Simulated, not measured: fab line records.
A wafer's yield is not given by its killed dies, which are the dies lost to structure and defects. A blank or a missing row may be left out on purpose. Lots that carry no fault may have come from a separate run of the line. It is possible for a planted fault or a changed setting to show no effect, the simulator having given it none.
Chamber matching + flow n5-finfet + 4 sister chambers for N5_BEOL_M1_ALD_84 on ald-metal-03
The step deposits TaN, pulse time 2 s, purge time 3 s, co reactant purge time 2 s. 4 wafers are shown with their chamber, then 8 later ones without.

WAFERS PAIRED WITH THEIR CHAMBERS
| wafer  | chamber | heater-power-w (W) |
|--------|---------|--------------------|
| L085.6 | 3       | 415                |
| L087.2 | 2       | 394                |
| L087.5 | 1       | 406                |
| L089.1 | 0       | 371                |

WAFERS WITH NO CHAMBER GIVEN
| wafer  | heater-power-w (W) |
|--------|--------------------|
| L089.5 | 411                |
| L089.6 | 397                |
| L090.1 | 362                |
| L090.3 | 406                |
| L090.5 | 372                |
| L094.1 | 412                |
| L094.5 | 412                |
| L094.6 | 401                |

WHICH CHAMBER EACH ONE RAN IN
| wafer  | from the rows above     | in truth                   |
|--------|-------------------------|----------------------------|
| L089.5 | can't be placed: 3 or 1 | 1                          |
| L089.6 | can't be placed: 2 or 1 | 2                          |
| L090.1 | 0                       | 0                          |
| L090.3 | 1                       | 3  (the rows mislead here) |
| L090.5 | 0                       | 0                          |
| L094.1 | can't be placed: 3 or 1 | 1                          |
| L094.5 | can't be placed: 3 or 1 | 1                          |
| L094.6 | can't be placed: 1 or 2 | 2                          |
Correctly placed: 2 of 8. Unplaceable from these rows: 5, with the true chamber sitting among the candidates in 5. Number placed wrongly: 1.
How it was worked out, from the rows above alone: a wafer's distance from a chamber is the root of the sum, over the readings, of the square of ((its reading less the chamber's mean) divided by the reading's scatter). The wafer belongs to the nearest chamber; if the next one is less than 2 further off, it can't be placed. A chamber's mean is the mean of its shown wafers. The scatter: root of mean squared gap, hidden wafer to nearest shown wafer, with one shown wafer a chamber.
